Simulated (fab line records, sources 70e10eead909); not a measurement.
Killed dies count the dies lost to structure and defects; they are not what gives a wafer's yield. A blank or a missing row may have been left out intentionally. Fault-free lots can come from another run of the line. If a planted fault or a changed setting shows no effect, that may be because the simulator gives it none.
Chamber matching -- flow nand-harc -- NHARC_A_WL_FILL_ALD_19 on ald-metal-02 has 4 sister chambers
The step deposits TiN, target thk 2 nm, pulse time 3 s, ald cycles 100. 14 wafers are shown with their chamber, then 7 later ones without.

## WAFERS WITH THEIR CHAMBER
wafer,chamber,heater-power-w (W),precursor-pulse-height-rel
L074.1,3,1123,0.992
L074.4,0,936,0.982
L074.6,3,1085,1.025
L079.2,3,1120,0.986
L079.4,2,1294,0.990
L079.5,2,1238,0.980
L081.2,1,1381,1.011
L081.5,0,927,1.000
L081.6,3,1081,1.002
L087.1,0,940,1.011
L087.5,3,1135,1.005
L087.6,0,940,0.969
L090.1,1,1306,1.007
L090.4,0,929,0.983

SIGNATURES (means of the wafers above)
reading,chamber 0,chamber 1,chamber 2,chamber 3,scatter within a chamber
heater-power-w,934.40,1343.50,1266.00,1108.80,26.2
precursor-pulse-height-rel,0.98900,1.00900,0.98500,1.00200,0.0143
Rule: a wafer's distance from a chamber is the root of the sum, over the readings, of the square of ((its reading less the chamber's mean) divided by the reading's scatter). If the next closest chamber is less than 2 further off than the closest, the wafer can't be placed; otherwise it belongs to the closest. How the scatter is found: for the shown wafers, subtract from each reading the mean of its chamber, square and add these, divide the total by (wafers less chambers), then take the root.

## WAFERS WHOSE CHAMBER IS MISSING
wafer,heater-power-w (W),precursor-pulse-height-rel
L090.5,1289,0.983
L092.1,916,1.001
L092.3,1139,0.951
L092.4,1298,1.003
L095.3,1130,0.988
L095.4,916,1.006
L095.6,1132,0.997

## WHICH CHAMBER EACH WENT THROUGH
wafer,from the rows above,in truth
L090.5,can't be placed: 2 or 1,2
L092.1,0,0
L092.3,can't be placed: 3 or 2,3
L092.4,can't be placed: 2 or 1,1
L095.3,3,3
L095.4,0,0
L095.6,3,3
Correctly placed: 4 of 7. These rows do not allow placing 3 (true chamber among the candidates in 3). Placed wrongly: 0.
